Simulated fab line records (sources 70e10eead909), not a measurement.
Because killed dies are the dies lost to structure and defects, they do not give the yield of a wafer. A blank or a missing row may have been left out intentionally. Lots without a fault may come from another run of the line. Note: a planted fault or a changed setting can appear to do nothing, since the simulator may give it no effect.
fab line records || flow nand_harc
record: {"lots": 4, "wafers": 12, "last_day": 33}
route steps=1302 shown A_CHANNEL_HOLE_D2@574 A_CHANNEL_FILL_D2@610 END@1302
lots that met no fault: from a run of the same line without faults
start_h: the number of hours between the record's first day and the start of the first shown wafer of the lot || wait_h: hours elapsed since this lot's preceding step || " the same as in the row above || L1.1+2: several wafers, shown together as one row || - no value, or no start given || * or withheld: withheld || < > ~ a bound
route shown NAME@n: names a module that has steps shown in the file, with the first one's number in the route || usual: mean/standard deviation taken from wafers without a fault || same: alike in all rows || chamber/n: place in a boat || sites: per-site readings || _std_site: the standard deviation of these || _edge_site: mean of outer sites minus mean of inner sites || radius_mm: how far each site lies from the wafer's centre || mask NAME#n: copy n || behind: tool/chamber where the wafer was last shaped || hold: why the lot went on hold/how many hours it stayed there/how the hold came to an end || device: names the non-switching transistor (n, p or np) || end of line: at the end of the route, the tests of the same wafers || step lacking rows: just its recipe || killed: not the wafer's yield, but the dies lost to structure and defects at the first sort || map: the dies of a wafer, with x for killed, . for not killed, _ for no die there
set.NAME: the setting as run; set.NAME@STEP: as run at that earlier step || model.NAME: the simulator's own value behind a step, which no gauge read
a table for each step, a row for each wafer; lots at some steps of the route
services: from which hour (start_h, from the record's first day; less than 0 if before it) a tool's chamber was out of use, for how many hours, and why
== steps ==
step: NHARC_A_CHANNEL_HOLE_D2_COAT_36
recipe: {"temp_c": 260, "time_s": 75}
step: NHARC_A_CHANNEL_HOLE_D2_COAT_37
recipe: {"temp_c": 225, "time_s": 65}
step: NHARC_A_CHANNEL_HOLE_D2_COAT_04
recipe: {"spin_rpm": 1500, "resist_thk_nm": 90}
step: NHARC_A_CHANNEL_HOLE_D2_SOFTBAKE_05
recipe: {"temp_c": 105, "time_s": 55}
step: NHARC_A_CHANNEL_HOLE_D2_EBR_06
step: NHARC_A_CHANNEL_HOLE_D2_EXPOSE_07
recipe: {"na": 1.35, "target_cd_nm": 100, "sigma_outer": 0.3, "dose_mj": 59.65, "mask_id": "HOLE_D2"}
step: NHARC_A_CHANNEL_HOLE_D2_PEB_08
recipe: {"peb_temp_c": 100, "peb_time_s": 65}
step: NHARC_A_CHANNEL_HOLE_D2_DEVELOP_09
recipe: {"develop_time_s": 35, "dev_temp_c": 23}
step: NHARC_A_CHANNEL_HOLE_D2_DESCUM_15
recipe: {"time_s": 3, "o2_flow_sccm": 200, "ar_flow_sccm": 0, "bias_power_w": 0, "chemistry": "O2"}
step: NHARC_A_CHANNEL_HOLE_D2_ETCH_38
recipe: {"target_depth_a": 390, "over_etch_frac": 0.3, "time_s": 65, "ion_energy_ev": 80, "cf4_flow_sccm": 150, "ar_flow_sccm": 0, "rf_w": 300, "bias_w": 100, "chemistry": "CF4"}
usual: {"drypump_motor_current_A": "5.9/0.43", "oes_product_au": "1.002/0.012", "rf_vpp_V": "151.5/1.1", "showerhead_plenum_p_Torr": "1.78/0.064", "throttle_valve_pct": "13.283/0.0093"}
{"lot.wafer": "L295.1", "tool": "rie_diel-11", "chamber": 3, "start_h": 333.40, "wait_h": 0.1, "drypump_motor_current_A": 5.8, "oes_product_au": 1.000, "rf_hours_counter_h": 3.9, "rf_vpp_V": 151.7, "showerhead_plenum_p_Torr": 1.78, "throttle_valve_pct": 13.297}
{"lot.wafer": "L295.3", "tool": "rie_diel-11", "chamber": 0, "start_h": 333.40, "wait_h": 0.1, "drypump_motor_current_A": 6.8, "oes_product_au": 1.007, "rf_hours_counter_h": 4.4, "rf_vpp_V": 153.0, "showerhead_plenum_p_Torr": 1.84, "throttle_valve_pct": 13.288}
{"lot.wafer": "L295.6", "tool": "rie_diel-11", "chamber": 1, "start_h": 333.40, "wait_h": 0.1, "drypump_motor_current_A": 5.9, "oes_product_au": 1.026, "rf_hours_counter_h": "-", "rf_vpp_V": 153.2, "showerhead_plenum_p_Torr": 1.83, "throttle_valve_pct": 13.280}
{"lot.wafer": "L311.3", "tool": "rie_diel-11", "chamber": 0, "start_h": 500.54, "wait_h": 0.1, "drypump_motor_current_A": 6.8, "oes_product_au": 1.009, "rf_hours_counter_h": 3.3, "rf_vpp_V": 152.6, "showerhead_plenum_p_Torr": 1.83, "throttle_valve_pct": 13.288}
{"lot.wafer": "L311.2", "tool": "rie_diel-11", "chamber": 3, "start_h": 500.54, "wait_h": 0.1, "drypump_motor_current_A": 5.8, "oes_product_au": 0.985, "rf_hours_counter_h": 3.7, "rf_vpp_V": 151.8, "showerhead_plenum_p_Torr": 1.77, "throttle_valve_pct": 13.286}
{"lot.wafer": "L311.5", "tool": "rie_diel-11", "chamber": 1, "start_h": 500.54, "wait_h": 0.1, "drypump_motor_current_A": 5.9, "oes_product_au": 1.014, "rf_hours_counter_h": "-", "rf_vpp_V": 152.6, "showerhead_plenum_p_Torr": 1.83, "throttle_valve_pct": 13.291}
{"lot.wafer": "L312.3", "tool": "rie_diel-11", "chamber": 3, "start_h": 516.24, "wait_h": 0.1, "drypump_motor_current_A": 5.8, "oes_product_au": 1.002, "rf_hours_counter_h": 4.5, "rf_vpp_V": 151.0, "showerhead_plenum_p_Torr": 1.77, "throttle_valve_pct": 13.288}
{"lot.wafer": "L312.1", "tool": "rie_diel-11", "chamber": 0, "start_h": 516.24, "wait_h": 0.1, "drypump_motor_current_A": 6.8, "oes_product_au": 1.014, "rf_hours_counter_h": 4.2, "rf_vpp_V": 152.5, "showerhead_plenum_p_Torr": 1.83, "throttle_valve_pct": 13.270}
{"lot.wafer": "L312.4", "tool": "rie_diel-11", "chamber": 3, "start_h": 516.24, "wait_h": 0.1, "drypump_motor_current_A": 5.7, "oes_product_au": 0.992, "rf_hours_counter_h": "-", "rf_vpp_V": 152.3, "showerhead_plenum_p_Torr": 1.77, "throttle_valve_pct": 13.282}
{"lot.wafer": "L313.1", "tool": "rie_diel-04", "chamber": 3, "start_h": 517.69, "wait_h": 0.1, "drypump_motor_current_A": 5.4, "oes_product_au": 1.005, "rf_hours_counter_h": 10.3, "rf_vpp_V": 151.9, "showerhead_plenum_p_Torr": 1.78, "throttle_valve_pct": 13.290}
{"lot.wafer": "L313.4", "tool": "rie_diel-04", "chamber": 2, "start_h": 517.69, "wait_h": 0.1, "drypump_motor_current_A": 5.7, "oes_product_au": 0.987, "rf_hours_counter_h": 9.8, "rf_vpp_V": 149.8, "showerhead_plenum_p_Torr": 1.67, "throttle_valve_pct": 13.279}
{"lot.wafer": "L313.6", "tool": "rie_diel-04", "chamber": 0, "start_h": 517.69, "wait_h": 0.1, "drypump_motor_current_A": 5.9, "oes_product_au": 1.000, "rf_hours_counter_h": "-", "rf_vpp_V": 152.8, "showerhead_plenum_p_Torr": 1.77, "throttle_valve_pct": 13.275}
step: NHARC_A_CHANNEL_HOLE_D2_ETCH_39
recipe: {"target_depth_a": 2600, "over_etch_frac": 0.3, "time_s": 325, "ion_energy_ev": 200, "n2_flow_sccm": 150, "h2_flow_sccm": 150, "ar_flow_sccm": 0, "rf_w": 400, "bias_w": 150, "chemistry": "N2/H2"}
step: NHARC_A_CHANNEL_HOLE_D2_ETCH_34
recipe: {"target_depth_a": 1540, "time_s": 77, "cf4_flow_sccm": 100, "chf3_flow_sccm": 30, "ar_flow_sccm": 0, "rf_w": 500, "bias_w": 200, "chemistry": "CF4/CHF3"}
step: NHARC_A_CHANNEL_HOLE_D2_ETCH_16
recipe: {"target_depth_a": 31000, "over_etch_frac": 0.3, "time_s": 806, "ion_energy_ev": 150, "o2_flow_sccm": 400, "cos_flow_sccm": 20, "ar_flow_sccm": 0, "rf_w": 500, "bias_w": 300, "chemistry": "O2/COS"}
step: NHARC_A_CHANNEL_HOLE_D2_ETCH_19
recipe: {"bias_v": 1200, "source_w": 2500, "pressure_mtorr": 15, "time_s": 34.5, "ar_flow_sccm": 375, "c4f8_flow_sccm": 28.8, "o2_flow_sccm": 96.2, "temp_c": -20, "target_depth_a": "*", "chemistry": "C4F8/O2/Ar"}
step: NHARC_A_CHANNEL_HOLE_D2_ETCH_20
recipe: {"bias_v": 3000, "source_w": "withheld", "pressure_mtorr": 20, "time_s": 361.9, "ar_flow_sccm": 375, "c4f8_flow_sccm": 89.3, "o2_flow_sccm": 35.7, "temp_c": -20, "target_depth_a": 16000, "chemistry": "C4F8/O2/Ar"}
step: NHARC_A_CHANNEL_HOLE_D2_ETCH_21
recipe: {"bias_v": 3000, "source_w": "withheld", "pressure_mtorr": 20, "time_s": 514.3, "ar_flow_sccm": 375, "c4f8_flow_sccm": 89.3, "o2_flow_sccm": 35.7, "temp_c": -20, "target_depth_a": 16000, "chemistry": "C4F8/O2/Ar"}
step: NHARC_A_CHANNEL_HOLE_D2_ETCH_22
recipe: {"bias_v": 3000, "source_w": "withheld", "pressure_mtorr": 20, "time_s": 666.7, "ar_flow_sccm": 375, "c4f8_flow_sccm": 89.3, "o2_flow_sccm": 35.7, "temp_c": -20, "target_depth_a": 16000, "chemistry": "C4F8/O2/Ar"}
step: NHARC_A_CHANNEL_HOLE_D2_ETCH_23
recipe: {"bias_v": 5000, "source_w": "withheld", "pressure_mtorr": 20, "time_s": 819, "ar_flow_sccm": 375, "c4f8_flow_sccm": 89.3, "o2_flow_sccm": 35.7, "temp_c": -20, "target_depth_a": 16000, "chemistry": "C4F8/O2/Ar"}
step: NHARC_A_CHANNEL_HOLE_D2_ETCH_24
recipe: {"bias_v": 5000, "source_w": "withheld", "pressure_mtorr": 20, "time_s": 906.2, "ar_flow_sccm": 375, "c4f8_flow_sccm": 93.8, "o2_flow_sccm": 31.2, "temp_c": -20, "target_depth_a": 15000, "chemistry": "C4F8/O2/Ar"}
step: NHARC_A_CHANNEL_HOLE_D2_ETCH_25
recipe: {"bias_v": 5000, "source_w": "withheld", "pressure_mtorr": 20, "time_s": 1040.2, "ar_flow_sccm": 375, "c4f8_flow_sccm": 93.8, "o2_flow_sccm": 31.2, "temp_c": -20, "target_depth_a": 15000, "chemistry": "C4F8/O2/Ar"}
step: NHARC_A_CHANNEL_HOLE_D2_ETCH_26
recipe: {"bias_v": 300, "source_w": 2000, "pressure_mtorr": 30, "time_s": 224.1, "ar_flow_sccm": 375, "c4f8_flow_sccm": 11.4, "o2_flow_sccm": 113.6, "temp_c": -20, "target_depth_a": 3000, "chemistry": "C4F8/O2/Ar"}
step: NHARC_A_CHANNEL_HOLE_D2_ETCH_27
recipe: {"bias_v": 400, "source_w": 2000, "pressure_mtorr": 25, "time_s": 90, "ar_flow_sccm": 375, "c4f8_flow_sccm": 41.7, "o2_flow_sccm": 83.3, "temp_c": -20, "target_depth_a": 4000, "chemistry": "C4F8/O2/Ar"}
step: NHARC_A_CHANNEL_HOLE_D2_STRIP_41
recipe: {"n2_flow_sccm": 150, "h2_flow_sccm": 150, "ar_flow_sccm": 0, "bias_w": 0, "chemistry": "N2/H2"}
step: NHARC_A_CHANNEL_HOLE_D2_STRIP_42
recipe: {"cf4_flow_sccm": 100, "chf3_flow_sccm": 30, "ar_flow_sccm": 0, "bias_w": 0, "chemistry": "CF4/CHF3"}
step: NHARC_A_CHANNEL_HOLE_D2_STRIP_43
recipe: {"o2_flow_sccm": 400, "cos_flow_sccm": 20, "ar_flow_sccm": 0, "bias_w": 0, "chemistry": "O2/COS"}
step: NHARC_A_CHANNEL_HOLE_D2_ETCH_44
recipe: {"target_depth_a": 1400, "overetch_a": 140, "time_s": 77, "ion_energy_ev": 100, "cf4_flow_sccm": 80, "o2_flow_sccm": 20, "ar_flow_sccm": 0, "rf_w": 300, "bias_w": 100, "chemistry": "CF4/O2"}
step: NHARC_A_CHANNEL_HOLE_D2_STRIP_28
recipe: {"o2_flow_sccm": 500, "ar_flow_sccm": 0, "bias_w": 0, "chemistry": "O2"}
step: NHARC_A_CHANNEL_HOLE_D2_PRECLEAN_29
recipe: {"time_s": "*", "temp_c": 50, "bath_age_min": 0, "chemistry": "SC1"}
step: NHARC_A_CHANNEL_HOLE_D2_SRD_30
step: NHARC_A_CHANNEL_HOLE_D2_XSEM_32
recipe: {"landing_energy_ev": 35000}
step: NHARC_A_CHANNEL_HOLE_D2_INSPECT_40
usual: {"raw_defect_count": "287/95"}
{"lot.wafer": "L295.1", "tool": "defect_inspect-01", "chamber": "-", "start_h": 343.04, "wait_h": "-", "raw_defect_count": 279}
{"lot.wafer": "L295.3", "tool": "defect_inspect-01", "chamber": "-", "start_h": 343.04, "wait_h": "-", "raw_defect_count": 297}
{"lot.wafer": "L295.6", "tool": "defect_inspect-01", "chamber": "-", "start_h": 343.04, "wait_h": "-", "raw_defect_count": 338}
{"lot.wafer": "L311.2", "tool": "defect_inspect-02", "chamber": "-", "start_h": 507.39, "wait_h": "-", "raw_defect_count": 709}
{"lot.wafer": "L311.3", "tool": "defect_inspect-02", "chamber": "-", "start_h": 507.39, "wait_h": "-", "raw_defect_count": 660}
{"lot.wafer": "L311.5", "tool": "defect_inspect-02", "chamber": "-", "start_h": 507.39, "wait_h": "-", "raw_defect_count": 621}
{"lot.wafer": "L312.1", "tool": "defect_inspect-01", "chamber": "-", "start_h": 523.25, "wait_h": "-", "raw_defect_count": 653}
{"lot.wafer": "L312.3", "tool": "defect_inspect-01", "chamber": "-", "start_h": 523.25, "wait_h": "-", "raw_defect_count": 621}
{"lot.wafer": "L312.4", "tool": "defect_inspect-01", "chamber": "-", "start_h": 523.25, "wait_h": "-", "raw_defect_count": 553}
{"lot.wafer": "L313.1", "tool": "defect_inspect-01", "chamber": "-", "start_h": 524.48, "wait_h": "-", "raw_defect_count": 703}
{"lot.wafer": "L313.4", "tool": "defect_inspect-01", "chamber": "-", "start_h": 524.48, "wait_h": "-", "raw_defect_count": 508}
{"lot.wafer": "L313.6", "tool": "defect_inspect-01", "chamber": "-", "start_h": 524.48, "wait_h": "-", "raw_defect_count": 448}
step: NHARC_A_CHANNEL_FILL_D2_PRECLEAN_00
recipe: {"time_s": "*", "temp_c": 50, "bath_age_min": 0, "chemistry": "SC1"}
step: NHARC_END_SORT_01
recipe: {"temp_c": 25}
usual: {"killed_at_array": "54/21", "killed_at_other": "1.0/1.2", "killed_at_periphery": "3.6/2.6", "killed_dies": "58/20", "killed_open": "3.3/1.9", "killed_short": "2.6/1.5"}
same: {"gross_dies": 677}
{"lot.wafer": "L311.2", "tool": "prober-01", "chamber": 0, "start_h": 771.65, "wait_h": 2.8, "killed_at_array": 129, "killed_at_other": 3, "killed_at_periphery": 4, "killed_dies": 136, "killed_open": 2, "killed_short": 2}
{"lot.wafer": "L311.3", "tool": "prober-01", "chamber": 0, "start_h": 772.45, "wait_h": 3.1, "killed_at_array": 133, "killed_at_other": 3, "killed_at_periphery": 3, "killed_dies": 139, "killed_open": 3, "killed_short": 3}
{"lot.wafer": "L311.5", "tool": "prober-01", "chamber": 0, "start_h": 774.06, "wait_h": 3.7, "killed_at_array": 89, "killed_at_other": 4, "killed_at_periphery": 2, "killed_dies": 95, "killed_open": 2, "killed_short": 2}
{"lot.wafer": "L312.1", "tool": "prober-01", "chamber": 0, "start_h": 788.25, "wait_h": 2.5, "killed_at_array": 109, "killed_at_other": 0, "killed_at_periphery": 3, "killed_dies": 112, "killed_open": 0, "killed_short": 2}
{"lot.wafer": "L312.3", "tool": "prober-01", "chamber": 0, "start_h": 789.82, "wait_h": 3.1, "killed_at_array": 101, "killed_at_other": 2, "killed_at_periphery": 2, "killed_dies": 105, "killed_open": 3, "killed_short": 2}
{"lot.wafer": "L312.4", "tool": "prober-01", "chamber": 0, "start_h": 790.60, "wait_h": 3.4, "killed_at_array": 105, "killed_at_other": 0, "killed_at_periphery": 3, "killed_dies": 108, "killed_open": 2, "killed_short": 2}
killed by level:class
L311.2 A_CHANNEL_HOLE_D2:unspecified=75 A_CHANNEL_HOLE_D1:chamber_film_flake=19 A_CHANNEL_HOLE_D2:chamber_film_flake=13 A_STAIRCASE:chamber_film_flake=9 A_SLIT:chamber_film_flake=8 THIN_TSV:chamber_film_flake=3 P_ZERO_WELL:chamber_film_flake=2 P_CONTACT:geometric_particle:open=1
L311.3 A_CHANNEL_HOLE_D2:unspecified=77 A_CHANNEL_HOLE_D1:chamber_film_flake=14 A_SLIT:chamber_film_flake=14 A_CHANNEL_HOLE_D2:chamber_film_flake=13 A_STAIRCASE:chamber_film_flake=8 THIN_TSV:chamber_film_flake=3 A_ONON_D1:geometric_particle:open=2 P_GATE:geometric_particle:short=1
L311.5 A_CHANNEL_HOLE_D2:unspecified=46 A_CHANNEL_HOLE_D2:chamber_film_flake=13 A_CHANNEL_HOLE_D1:chamber_film_flake=10 A_SLIT:chamber_film_flake=8 A_STAIRCASE:chamber_film_flake=5 A_CONTACT:chamber_film_flake=3 THIN_TSV:chamber_film_flake=3 A_WL_FILL:geometric_particle:short=2
L312.1 A_CHANNEL_HOLE_D2:unspecified=73 A_CHANNEL_HOLE_D1:chamber_film_flake=20 A_SLIT:chamber_film_flake=5 A_CONTACT:chamber_film_flake=3 A_STAIRCASE:chamber_film_flake=3 P_GATE:chamber_film_flake=2 A_DECK1_JOINT:chamber_film_flake=2 A_ONON_D2:geometric_particle:short=1
L312.3 A_CHANNEL_HOLE_D2:unspecified=74 A_CHANNEL_HOLE_D1:chamber_film_flake=11 A_CONTACT:chamber_film_flake=6 A_SLIT:chamber_film_flake=5 P_M1:geometric_particle:open=1 A_CHANNEL_HOLE_D1:geometric_particle:short=1 A_CHANNEL_FILL_D1:geometric_particle:open=1 A_WL_FILL:geometric_particle:short=1
L312.4 A_CHANNEL_HOLE_D2:unspecified=76 A_CHANNEL_HOLE_D1:chamber_film_flake=15 A_DECK1_JOINT:chamber_film_flake=3 A_SLIT:chamber_film_flake=3 P_GATE:chamber_film_flake=2 A_CONTACT:chamber_film_flake=2 P_CONTACT:geometric_particle:open=1 A_DECK1_JOINT:geometric_particle:open=1
map L311.3 (x killed, . not)
____________.____________
_________......._________
_______..........._______
______.............______
_____..............._____
____..x........x.....____
____..x..............____
___x..x.x...xx.x.x....___
___xxxxx..xxxxxxx.....___
__.......xx.xxxxx.x....__
__xxxxx.x.xxxxxxx......__
_...x...x.xxxxxxxx......_
_x.x.xx..x.xxxxxxx......_
_.x.x....xxxxxxxxx......_
_..xx....xxxxxxxx......._
_.....x...x.xxxxxx.....x_
....x.....xxxxxxxx.....x.
...x..x...x.xxxx.........
............x............
.....x...............x.x.
..x......................
_.............xx.......x_
_x..x..................._
_.x....................._
_x.x.x...........x......_
_xx............x........_
__.x...................__
__x.x..................__
___xx.................___
___xx.x............x..___
____.................____
____.................____
_____..............._____
______.............______
_______..........._______
_________......._________
____________.____________
map L312.1 (x killed, . not)
____________.____________
_________......._________
_______..........._______
______.............______
_____...x..x........_____
____x..x.............____
____xxxx.............____
___xx..x...xxxx.......___
___xxx.....xxxxxx.....___
__.xxxxx..xxxxxxxx.....__
__..xx.x...xxxxxxx.....__
_.........xxxxxxx......._
_...x......xxxxxxx......_
_.x..x....xxxxxxxx......_
_x.x.....xxxxxxxx......._
_....x...xx.xxxxx......._
...........xxxxxx........
x...........xxxxx........
.............x...........
..x........x.............
..............x..........
_......................._
_......................._
_......................._
_......................._
_x......x..............._
__.....................__
__..............x......__
___...........x.......___
___...................___
____.................____
____......x..........____
_____............x.._____
______.............______
_______..........._______
_________......._________
____________.____________
== services ==
{"tool": "rie_diel-11", "chamber": 0, "start_h": 313.50, "hours": "-", "kind": "clean"}
{"tool": "rie_diel-11", "chamber": 1, "start_h": 313.50, "hours": "-", "kind": "clean"}
{"tool": "rie_diel-11", "chamber": 2, "start_h": 313.50, "hours": "-", "kind": "clean"}
{"tool": "rie_diel-11", "chamber": 3, "start_h": 313.50, "hours": "-", "kind": "clean"}
{"tool": "rie_diel-04", "chamber": 3, "start_h": 323.75, "hours": 3.1, "kind": "repair"}
{"tool": "rie_diel-11", "chamber": 0, "start_h": 338.00, "hours": "-", "kind": "clean"}
{"tool": "rie_diel-11", "chamber": 1, "start_h": 338.00, "hours": "-", "kind": "clean"}
{"tool": "rie_diel-11", "chamber": 2, "start_h": 338.00, "hours": "-", "kind": "clean"}
{"tool": "rie_diel-11", "chamber": 3, "start_h": 338.00, "hours": "-", "kind": "clean"}
{"tool": "rie_diel-04", "chamber": 1, "start_h": 340.13, "hours": 6.8, "kind": "repair"}
{"tool": "rie_diel-04", "chamber": "-", "start_h": 354.97, "hours": 9.0, "kind": "pm"}
{"tool": "rie_diel-11", "chamber": 0, "start_h": 365.98, "hours": 6.8, "kind": "repair"}
{"tool": "rie_diel-11", "chamber": "-", "start_h": 380.82, "hours": 1.1, "kind": "repair"}
{"tool": "rie_diel-04", "chamber": 3, "start_h": 384.00, "hours": 6.2, "kind": "repair"}
{"tool": "rie_diel-04", "chamber": "-", "start_h": 387.22, "hours": 0.5, "kind": "repair"}
{"tool": "rie_diel-11", "chamber": "-", "start_h": 410.55, "hours": 0.9, "kind": "repair"}
{"tool": "rie_diel-11", "chamber": 0, "start_h": 422.80, "hours": 4.3, "kind": "repair"}
{"tool": "rie_diel-11", "chamber": "-", "start_h": 432.50, "hours": 9.0, "kind": "pm"}
{"tool": "rie_diel-04", "chamber": 3, "start_h": 441.13, "hours": 3.1, "kind": "repair"}
{"tool": "rie_diel-11", "chamber": 1, "start_h": 449.44, "hours": 4.9, "kind": "repair"}
{"tool": "rie_diel-04", "chamber": 1, "start_h": 457.37, "hours": 7.6, "kind": "repair"}
{"tool": "rie_diel-11", "chamber": 1, "start_h": 463.06, "hours": 9.3, "kind": "repair"}
{"tool": "rie_diel-11", "chamber": 0, "start_h": 480.55, "hours": 16.4, "kind": "repair"}
{"tool": "rie_diel-11", "chamber": 2, "start_h": 510.90, "hours": 33.5, "kind": "repair"}
== key ==
first_sign: {"step": "NHARC_A_CHANNEL_HOLE_D2_INSPECT_40", "reading": "raw_defect_count", "direction": "up", "sigmas": 3.7, "usual": 287, "struck": 636}
effect: {"step": "NHARC_END_SORT_01", "reading": "killed_dies", "direction": "up", "sigmas": 2.8, "usual": 58, "struck": 116, "wafers_moved": 5}
more_kills_born_at: {"NHARC_A_CHANNEL_HOLE_D2_ETCH_38@rie_diel-11": 421}
met_at NHARC_A_CHANNEL_HOLE_D2_ETCH_38
struck_wafers L311.2,L311.3,L311.5,L312.1,L312.3,L312.4
tester_left_out L311,L312
onset_between 333.40 500.54
fault: {"kind": "chamber_particle_source", "tool": "rie_diel-11", "chamber": "-", "onset_h": 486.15, "steps": "NHARC_A_CHANNEL_HOLE_D2_ETCH_38", "rate_per_visit_cm2": 0.56642, "end_h": 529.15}
tester_left_out: of these lots the tester's yield and bins aren't shown, on N5 and GAA mostly nor the transistor test; their killed dies are dies lost to structure and defects alone, not to doping, threshold or leakage, so they don't give the yield
